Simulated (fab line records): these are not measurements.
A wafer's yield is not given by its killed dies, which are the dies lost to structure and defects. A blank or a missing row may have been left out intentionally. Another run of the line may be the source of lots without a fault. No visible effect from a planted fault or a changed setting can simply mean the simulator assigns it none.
Matching of chambers + flow n5 finfet + 4 sister chambers for N5_MOL_CONTACT_COAG_ETCH_89 on rie diel-01
The step etches underlayer in N2/H2, target depth 13 nm, time 10.4 s. 4 wafers are shown with their chamber, then 8 later ones without.

== WAFERS PAIRED WITH THEIR CHAMBERS ==
| wafer  | chamber | showerhead plenum p Torr (Torr) |
|--------|---------|---------------------------------|
| L089.1 | 0       | 2.41                            |
| L089.5 | 3       | 2.53                            |
| L089.6 | 2       | 2.64                            |
| L091.1 | 1       | 2.63                            |

== WAFERS MISSING THEIR CHAMBER ==
| wafer  | showerhead plenum p Torr (Torr) |
|--------|---------------------------------|
| L091.2 | 2.64                            |
| L091.4 | 2.53                            |
| L092.1 | 2.64                            |
| L092.2 | 2.63                            |
| L092.3 | 2.64                            |
| L097.2 | 2.53                            |
| L097.3 | 2.72                            |
| L097.5 | 2.72                            |

== EACH ONE'S CHAMBER ==
| wafer  | from the rows above     | in truth |
|--------|-------------------------|----------|
| L091.2 | can't be placed: 2 or 1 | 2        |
| L091.4 | 3                       | 3        |
| L092.1 | can't be placed: 2 or 1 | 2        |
| L092.2 | can't be placed: 1 or 2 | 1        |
| L092.3 | can't be placed: 2 or 1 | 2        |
| L097.2 | 3                       | 3        |
| L097.3 | can't be placed: 2 or 1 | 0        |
| L097.5 | can't be placed: 2 or 1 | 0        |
Placed correctly: 2 of 8. Cannot be placed on the basis of these rows: 6; the candidates contain the true chamber in 4. 0 placed wrongly.
How it was worked out, from the rows above alone: a wafer's distance from a chamber is the root of the sum, over the readings, of the square of ((its reading less the chamber's mean) divided by the reading's scatter). The wafer belongs to the nearest chamber; if the next one is less than 2 further off, it can't be placed. The mean given for a chamber averages the wafers shown for that chamber. The scatter (one wafer shown for each chamber): square how far every hidden wafer sits from the nearest shown wafer, average those squares and take the square root.
